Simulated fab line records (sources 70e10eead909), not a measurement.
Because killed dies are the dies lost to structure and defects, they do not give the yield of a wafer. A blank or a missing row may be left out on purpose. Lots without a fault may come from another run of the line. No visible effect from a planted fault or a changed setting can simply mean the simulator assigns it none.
fab line records | flow nand_harc
[record] lots = 5 | wafers = 13 | last_day = 34
route steps=1302 shown A_CHANNEL_FILL_D1@496 END@1302
lots with no fault: from the same line, run without faults
start_h: hours from the record's opening day to when the first of the lot's shown wafers began | wait_h: hours from the lot's prior step to this one | " as in the row above | L1.1+2: several wafers, shown together as one row | - no value present, or no start provided | * or withheld: withheld | < > ~ a bound
route shown NAME@n: a module of which the file shows steps, and the number in the route of the first | usual: mean/standard deviation taken from wafers without a fault | same: alike in all rows | chamber/n: place in a boat | sites: readings site by site | _std_site: how widely they spread, as a standard deviation | _edge_site: inner sites' mean taken away from outer sites' mean | radius_mm: for every site, how far away it sits from the centre of the wafer | mask NAME#n: copy n | behind: the tool/chamber that last shaped the wafer | hold: why the lot went on hold/how many hours it stayed there/how the hold came to an end | device: which transistor (n, p or np) failed to switch | end of line: the same wafers' tests at the end of the route | step lacking rows: just its recipe | killed: the dies lost at the first sort to structure and to defects; this is not the yield of the wafer | map: a wafer's dies, marking killed ones x, the rest . and places with no die _
set.NAME: the setting the step ran with; set.NAME@STEP: the setting that earlier step ran with | model.NAME: the simulator's own value behind a step, which no gauge read
certain route steps with their lots: each step a table, each wafer a row
services: when a tool's chamber went out of use (start_h, in hours from the record's first day, below 0 if earlier), for how many hours, and the reason
[[steps]]
[step NHARC_A_CHANNEL_FILL_D1_ALD_16]
[recipe] target_thk_a = 15 | pulse_time_s = 10 | ald_cycles = 15 | temp_c = 300 | material = SiO2
[usual] heater_power_w = 463/61 | precursor_pulse_height_rel = 1.000/0.02
[same] pulse_time_s = 10
lot.wafer | tool      | chamber | start_h | wait_h | heater_power_w | precursor_pulse_height_rel
L826.3    | ald_hk-02 | 1       | 214.95  | 0.1    | 529            | 0.972
L826.4    | "         | 2       | "       | "      | 537            | 0.979
L826.6    | "         | 1       | "       | "      | 542            | 0.975
L833.2    | ald_hk-01 | 3       | 285.94  | 0.1    | 424            | 1.042
L842.4    | ald_hk-03 | 2       | 375.62  | 0.0    | 444            | 0.995
L842.1    | "         | 3       | "       | "      | 533            | 0.992
L842.5    | "         | 3       | "       | "      | 532            | 1.002
L844.1    | ald_hk-02 | 0       | 392.22  | 0.1    | 496            | 1.006
L844.4    | "         | 1       | "       | "      | 510            | 1.039
L844.5    | "         | 2       | "       | "      | 539            | 1.004
L848.4    | ald_hk-01 | 1       | 438.01  | 0.1    | 558            | 0.991
L848.2    | "         | 2       | "       | "      | 439            | 0.986
L848.6    | "         | 3       | "       | "      | 417            | 0.978
[step NHARC_A_CHANNEL_FILL_D1_ANNEAL_17]
[recipe] temp_c = 850 | time_s = 1800
[step NHARC_A_CHANNEL_FILL_D1_CVD_18]
[recipe] target_thk_a = 30 | temp_c = 550 | material = poly-Si
[step NHARC_A_CHANNEL_FILL_D1_ETCHBACK_19]
[recipe] target_depth_a = 50 | time_s = 1.7 | hbr_flow_sccm = 150 | cl2_flow_sccm = 50 | rf_w = 400 | icp_w = 400 | bias_w = 100 | chemistry = HBr/Cl2
[usual] chamber_pressure_mTorr = 15.000/0.014 | drypump_motor_current_A = 5.7/0.4 | oes_product_au = 1.000/0.0098 | throttle_valve_pct = 26.406/0.0084
lot.wafer | tool      | chamber | start_h | wait_h | chamber_pressure_mTorr | drypump_motor_current_A | oes_product_au | rf_hours_counter_h | throttle_valve_pct
L826.3    | rie_si-02 | 3       | 226.90  | 0.4    | 14.968                 | 6.0                     | 0.991          | 0.7                | 26.402
L826.4    | "         | 0       | "       | "      | 14.990                 | 5.6                     | 1.022          | 0.7                | 26.399
L826.6    | "         | 1       | "       | "      | 14.996                 | 5.4                     | 0.993          | -                  | 26.394
L833.2    | rie_si-01 | 3       | 297.65  | 0.4    | 15.011                 | 5.9                     | 0.991          | 0.5                | 26.406
L842.1    | rie_si-01 | 3       | 389.80  | 0.4    | 14.992                 | 5.9                     | 1.000          | 0.0                | 26.408
L842.4    | "         | 2       | "       | "      | 14.994                 | 6.1                     | 0.990          | 0.0                | 26.405
L842.5    | "         | 3       | "       | "      | 15.011                 | 5.9                     | 0.993          | -                  | 26.400
L844.1    | rie_si-01 | 0       | 406.08  | 0.4    | 14.990                 | 5.3                     | 0.998          | 0.1                | 26.388
L844.4    | "         | 3       | "       | "      | 14.993                 | 5.9                     | 0.986          | 0.1                | 26.400
L844.5    | "         | 1       | "       | "      | 14.998                 | 6.0                     | 1.003          | -                  | 26.409
L848.4    | rie_si-01 | 1       | 450.57  | 0.4    | 14.999                 | 6.0                     | 0.989          | 0.3                | 26.405
L848.2    | "         | 0       | "       | "      | 15.000                 | 5.4                     | 0.994          | 0.3                | 26.409
L848.6    | "         | 1       | "       | "      | 15.012                 | 5.9                     | 0.982          | -                  | 26.411
[step NHARC_A_CHANNEL_FILL_D1_ETCHBACK_20]
[recipe] target_depth_a = 270 | time_s = 13.5 | c4f8_flow_sccm = withheld | o2_flow_sccm = 8 | ar_flow_sccm = withheld | rf_w = 600 | bias_w = 1500 | chemistry = C4F8/O2/Ar
[usual] chamber_pressure_mTorr = 25.001/0.024 | oes_product_au = 0.95/0.035 | rf_vpp_V = 979/5.2 | run_length_s = 34.62/0.29
lot.wafer | tool        | chamber | start_h | wait_h | chamber_pressure_mTorr | oes_product_au | rf_hours_counter_h | rf_vpp_V | run_length_s
L826.3    | rie_diel-09 | 0       | 227.01  | -      | 24.991                 | 0.93           | 3.2                | 972      | 34.49
L826.4    | "           | 1       | "       | "      | 25.021                 | 0.93           | 3.2                | 977      | 34.83
L826.6    | "           | 1       | "       | "      | 25.008                 | 0.93           | -                  | 976      | 34.83
L833.2    | rie_diel-09 | 2       | 297.78  | -      | 25.015                 | 0.93           | 7.7                | 985      | 34.75
L842.1    | rie_diel-11 | 2       | 389.93  | -      | 25.037                 | 0.92           | 8.4                | 982      | 34.86
L842.4    | "           | 3       | "       | "      | 24.998                 | 0.92           | 8.4                | 985      | 34.77
L842.5    | "           | 2       | "       | "      | 24.986                 | 0.93           | -                  | 981      | 34.94
L844.4    | rie_diel-09 | 2       | 406.20  | -      | 25.013                 | 0.97           | 2.9                | 986      | 34.83
L844.1    | "           | 1       | "       | "      | 25.047                 | 0.96           | 2.8                | 975      | 34.89
L844.5    | "           | 2       | "       | "      | 24.997                 | 0.96           | -                  | 985      | 35.08
L848.4    | rie_diel-09 | 1       | 450.72  | -      | 24.971                 | 0.93           | 5.2                | 977      | 35.24
L848.2    | "           | 2       | "       | "      | 24.971                 | 0.93           | 5.4                | 987      | 34.40
L848.6    | "           | 0       | "       | "      | 24.988                 | 0.92           | -                  | 974      | 34.43
[step NHARC_A_CHANNEL_FILL_D1_STRIP_28]
[recipe] time_s = 20 | o2_flow_sccm = 500 | ar_flow_sccm = 0 | bias_w = 0 | chemistry = O2
[usual] chamber_pressure_mTorr = 59.99/0.057 | drypump_motor_current_A = 5.7/0.5 | oes_product_au = 1.000/0.0096 | rf_vpp_V = 57.8/0.93 | showerhead_plenum_p_Torr = 3.54/0.13 | throttle_valve_pct = 17.037/0.0079
lot.wafer | tool        | chamber | start_h | wait_h | chamber_pressure_mTorr | drypump_motor_current_A | oes_product_au | rf_hours_counter_h | rf_vpp_V | showerhead_plenum_p_Torr | throttle_valve_pct
L826.3    | rie_diel-09 | 2       | 227.10  | 0.1    | 59.96                  | 5.3                     | 1.007          | 3.0                | 58.0     | 3.71                     | 17.042
L826.4    | "           | 3       | "       | "      | 59.99                  | 4.9                     | 1.001          | 3.0                | 58.0     | 3.67                     | 17.032
L826.6    | "           | 3       | "       | "      | 60.05                  | 4.9                     | 0.998          | -                  | 57.8     | 3.67                     | 17.025
L833.2    | rie_diel-09 | 1       | 297.84  | 0.1    | 60.00                  | 5.7                     | 1.014          | 7.6                | 57.5     | 3.48                     | 17.045
L842.1    | rie_diel-11 | 2       | 390.03  | 0.1    | 59.99                  | 5.9                     | 1.009          | 8.4                | 58.7     | 3.62                     | 17.035
L842.4    | "           | 0       | "       | "      | 60.05                  | 5.4                     | 1.002          | 7.2                | 56.9     | 3.31                     | 17.042
L842.5    | "           | 2       | "       | "      | 59.99                  | 5.9                     | 1.001          | -                  | 58.3     | 3.62                     | 17.024
L844.1    | rie_diel-09 | 0       | 406.30  | 0.1    | 59.90                  | 5.5                     | 0.988          | 3.0                | 57.5     | 3.37                     | 17.055
L844.4    | "           | 3       | "       | "      | 59.99                  | 4.9                     | 1.017          | 3.1                | 59.2     | 3.66                     | 17.042
L844.5    | "           | 1       | "       | "      | 59.97                  | 5.7                     | 0.997          | -                  | 57.7     | 3.47                     | 17.048
L848.2    | rie_diel-09 | 3       | 450.79  | 0.1    | 59.95                  | 4.9                     | 1.016          | 5.8                | 59.5     | 3.66                     | 17.026
L848.4    | "           | 2       | "       | "      | 59.87                  | 5.3                     | 0.988          | 5.4                | 57.8     | 3.70                     | 17.037
L848.6    | "           | 3       | "       | "      | 60.05                  | 4.9                     | 1.012          | -                  | 57.7     | 3.66                     | 17.043
[step NHARC_A_CHANNEL_FILL_D1_PRECLEAN_21]
[recipe] time_s = 30 | chemistry = dHF
[step NHARC_A_CHANNEL_FILL_D1_SRD_23]
[step NHARC_A_CHANNEL_FILL_D1_CVD_05]
[recipe] target_thk_a = 50 | temp_c = 550 | material = poly-Si
[step NHARC_A_CHANNEL_FILL_D1_ANNEAL_22]
[recipe] temp_c = 620 | time_s = 7200
[step NHARC_A_CHANNEL_FILL_D1_ALD_25]
[recipe] target_thk_a = 600 | pulse_time_s = 10 | ald_cycles = 600 | temp_c = 300 | material = SiOx
[usual] heater_power_w = 472/62 | precursor_pulse_height_rel = 1.000/0.02
[same] pulse_time_s = 10
lot.wafer | tool      | chamber | start_h | wait_h | heater_power_w | precursor_pulse_height_rel
L826.4    | ald_hk-02 | 1       | 240.32  | 0.0    | 551            | 0.995
L826.3    | "         | 0       | 242.16  | 1.9    | 493            | 0.986
L826.6    | "         | 2       | 243.39  | 3.1    | 529            | 1.018
L833.2    | ald_hk-03 | 0       | 313.37  | 1.3    | 441            | 1.006
L842.4    | ald_hk-02 | 0       | 402.63  | 0.7    | 501            | 0.968
L842.1    | "         | 1       | "       | "      | 525            | 0.977
L842.5    | "         | 3       | 404.46  | 2.5    | 386            | 0.971
L844.1    | ald_hk-01 | 1       | 418.02  | 0.1    | 555            | 0.989
L844.4    | "         | 3       | 419.26  | 1.3    | 425            | 0.991
L844.5    | "         | 1       | 420.50  | 2.5    | 569            | 1.003
L848.2    | ald_hk-02 | 0       | 463.09  | 0.7    | 505            | 0.993
L848.4    | "         | 2       | 464.32  | 1.9    | 526            | 1.025
L848.6    | "         | 0       | 465.54  | 3.1    | 501            | 0.974
[step NHARC_A_CHANNEL_FILL_D1_ETCHBACK_08]
[recipe] target_depth_a = 2200 | time_s = 110 | c4f8_flow_sccm = 20 | ar_flow_sccm = withheld | rf_w = 600 | bias_w = 300 | chemistry = C4F8
[usual] chamber_pressure_mTorr = 24.998/0.022 | oes_product_au = 0.96/0.035 | rf_vpp_V = 441.2/2.5 | run_length_s = 131.3/0.34
lot.wafer | tool        | chamber | start_h | wait_h | chamber_pressure_mTorr | oes_product_au | rf_hours_counter_h | rf_vpp_V | run_length_s
L826.3    | rie_diel-11 | 3       | 245.85  | -      | 24.981                 | 0.93           | 9.1                | 444.8    | 130.8
L826.4    | "           | 1       | "       | "      | 25.008                 | 0.92           | 11.3               | 440.1    | 130.8
L826.6    | "           | 3       | "       | "      | 24.941                 | 0.92           | -                  | 444.4    | 130.9
L833.2    | rie_diel-11 | 0       | 317.68  | -      | 25.064                 | 0.95           | 3.4                | 437.0    | 173.9
L842.4    | rie_diel-09 | 3       | 407.55  | -      | 24.960                 | 1.00           | 3.1                | 443.6    | 130.8
L842.1    | "           | 1       | "       | "      | 24.988                 | 0.99           | 2.8                | 440.0    | 131.2
L842.5    | "           | 2       | "       | "      | 25.034                 | 0.98           | -                  | 443.5    | 131.6
L844.1    | rie_diel-09 | 3       | 423.59  | -      | 25.025                 | 0.94           | 4.0                | 442.9    | 130.7
L844.4    | "           | 0       | "       | "      | 25.040                 | 0.92           | 3.7                | 437.0    | 131.1
L844.5    | "           | 0       | "       | "      | 24.954                 | 0.91           | -                  | 436.9    | 131.1
L848.4    | rie_diel-09 | 0       | 468.00  | -      | 24.984                 | 0.92           | 6.8                | 438.1    | 130.9
L848.2    | "           | 2       | "       | "      | 25.022                 | 0.92           | 6.5                | 444.7    | 131.3
L848.6    | "           | 0       | "       | "      | 25.014                 | 0.92           | -                  | 438.3    | 131.0
[step NHARC_A_CHANNEL_FILL_D1_STRIP_29]
[recipe] time_s = 20 | o2_flow_sccm = 500 | ar_flow_sccm = 0 | bias_w = 0 | chemistry = O2
[step NHARC_END_SORT_01]
[recipe] temp_c = 25
[usual] killed_at_array = 55/15 | killed_at_other = 1.0/1.2 | killed_at_periphery = 3.4/2.2 | killed_dies = 59/15 | killed_open = 3.2/2 | killed_short = 2.5/1.7
[same] gross_dies = 677
lot.wafer | tool      | chamber | start_h | wait_h | killed_at_array | killed_at_other | killed_at_periphery | killed_dies | killed_open | killed_short
L826.3    | prober-01 | 0       | 572.01  | 3.1    | 63              | 5               | 1                   | 69          | 5           | 5
L826.4    | prober-01 | 0       | 572.80  | 3.4    | 57              | 2               | 1                   | 60          | 1           | 0
L826.6    | prober-01 | 0       | 574.38  | 4.0    | 58              | 2               | 1                   | 61          | 5           | 3
L833.2    | prober-01 | 0       | 655.28  | 2.8    | 60              | 1               | 3                   | 64          | 1           | 1
L842.1    | prober-01 | 0       | 719.10  | 2.5    | 32              | 1               | 5                   | 38          | 1           | 5
L842.4    | prober-01 | 0       | 721.54  | 3.4    | 26              | 0               | 5                   | 31          | 0           | 1
L842.5    | prober-01 | 0       | 722.35  | 3.7    | 25              | 0               | 8                   | 33          | 3           | 6
// killed by level:class
L826.3 A_CHANNEL_HOLE_D1:chamber_film_flake=31 A_CHANNEL_HOLE_D2:chamber_film_flake=11 A_CONTACT:chamber_film_flake=5 THIN_TSV:chamber_film_flake=4 A_ONON_D2:geometric_particle:short=3 A_STAIRCASE:chamber_film_flake=3 A_BONDPAD:chamber_film_flake=3 A_CHANNEL_FILL_D2:geometric_particle:open=2
L826.4 A_CHANNEL_HOLE_D2:chamber_film_flake=34 A_CHANNEL_HOLE_D1:chamber_film_flake=11 A_CONTACT:chamber_film_flake=9 THIN_TSV:chamber_film_flake=2 A_ONON_D1:geometric_particle:open=1 P_STI:chamber_film_flake=1 A_M1:chamber_film_flake=1 A_BONDPAD:chamber_film_flake=1
L826.6 A_CHANNEL_HOLE_D1:chamber_film_flake=30 A_CHANNEL_HOLE_D2:chamber_film_flake=15 A_BONDPAD:chamber_film_flake=3 A_ONON_D2:geometric_particle:open=2 A_STAIRCASE:chamber_film_flake=2 P_CONTACT:geometric_particle:open=1 A_ONON_D1:geometric_particle:short=1 A_CHANNEL_FILL_D1:geometric_particle:open=1
L833.2 A_SLIT:chamber_film_flake=27 A_CHANNEL_HOLE_D1:chamber_film_flake=17 A_CHANNEL_HOLE_D2:chamber_film_flake=9 A_CONTACT:chamber_film_flake=3 P_ZERO_WELL:chamber_film_flake=2 A_STAIRCASE:chamber_film_flake=2 A_DECK1_JOINT:geometric_particle:short=1 P_GATE:chamber_film_flake=1
L842.1 A_CHANNEL_HOLE_D1:chamber_film_flake=18 P_CONTACT:chamber_film_flake=3 A_WL_FILL:geometric_particle:short=2 A_WL_FILL:chamber_film_flake=2 A_CONTACT:chamber_film_flake=2 A_ONON_D1:geometric_particle:short=1 A_DECK1_JOINT:geometric_particle:short=1 A_SGD_CUT:geometric_particle:short=1
L842.4 A_CHANNEL_HOLE_D1:chamber_film_flake=18 P_CONTACT:chamber_film_flake=5 A_SLIT:chamber_film_flake=3 A_ONON_D1:geometric_particle:short=1 A_CHANNEL_FILL_D1:chamber_film_flake=1 A_STAIRCASE:chamber_film_flake=1 A_WL_FILL:chamber_film_flake=1 A_CONTACT:chamber_film_flake=1
L842.5 A_CHANNEL_HOLE_D1:chamber_film_flake=13 P_CONTACT:chamber_film_flake=6 A_ONON_D1:geometric_particle:short=2 A_SLIT:chamber_film_flake=2 P_M0:geometric_particle:short=1 A_CHANNEL_FILL_D1:geometric_particle:open=1 A_CHANNEL_FILL_D1:geometric_particle:short=1 A_CHANNEL_FILL_D2:geometric_particle:open=1
[[services]]
tool        | chamber | start_h | hours | kind
rie_si-01   | -       | 193.00  | 9.0   | pm
rie_diel-09 | 0       | 201.10  | -     | clean
rie_diel-09 | 1       | 201.10  | -     | clean
rie_diel-09 | 2       | 201.10  | -     | clean
rie_si-02   | -       | 205.47  | 0.4   | repair
ald_hk-03   | -       | 212.44  | 10.0  | pm
rie_diel-09 | -       | 230.52  | 0.2   | repair
rie_si-01   | 3       | 248.56  | 16.1  | repair
rie_diel-11 | 3       | 248.56  | 4.0   | repair
rie_diel-11 | -       | 255.50  | 9.0   | pm
rie_diel-11 | -       | 273.63  | 3.5   | repair
rie_si-02   | -       | 277.00  | 9.0   | pm
rie_diel-11 | 1       | 300.14  | 4.8   | repair
rie_si-01   | 0       | 300.72  | 19.6  | repair
ald_hk-01   | -       | 303.25  | 10.0  | pm
rie_si-01   | 3       | 306.91  | 3.6   | repair
rie_diel-09 | -       | 320.10  | 9.0   | pm
rie_diel-11 | 0       | 336.52  | 3.0   | repair
rie_si-01   | -       | 370.00  | 9.0   | pm
ald_hk-03   | -       | 390.44  | 10.0  | pm
rie_diel-11 | 0       | 422.54  | 20.2  | repair
rie_si-02   | 3       | 427.71  | 7.5   | repair
rie_diel-11 | -       | 432.50  | 9.0   | pm
rie_si-02   | -       | 454.00  | 9.0   | pm
[[key]]
[first_sign] step = NHARC_A_CHANNEL_FILL_D1_ETCHBACK_08 | reading = run_length_s | direction = up | sigmas = 99+ | usual = * | struck = *
effect none on later readings
met_at NHARC_A_CHANNEL_FILL_D1_ETCHBACK_08
struck_wafers L833.2
tester_left_out L833
[earlier_fault] kind = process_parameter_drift | tool = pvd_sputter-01 | chamber = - | onset_h = 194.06 | steps = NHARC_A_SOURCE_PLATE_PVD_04 | channel = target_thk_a | offset = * | shape = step | end_h = 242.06 | acts_in = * | stated = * | scope = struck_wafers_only
[earlier_fault] kind = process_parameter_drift | tool = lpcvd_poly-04 | chamber = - | onset_h = 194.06 | steps = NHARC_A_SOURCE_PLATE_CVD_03 | channel = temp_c | offset = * | shape = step | end_h = 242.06 | acts_in = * | stated = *
[fault] kind = process_parameter_drift | tool = rie_diel-11 | chamber = 0 | onset_h = 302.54 | steps = NHARC_A_CHANNEL_FILL_D1_ETCHBACK_08 | channel = time_s | offset = * | shape = step | end_h = 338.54 | acts_in = * | stated = *
// tester_left_out: of these lots the tester's yield and bins aren't shown, on N5 and GAA mostly nor the transistor test; their killed dies are dies lost to structure and defects alone, not to doping, threshold or leakage, so they don't give the yield
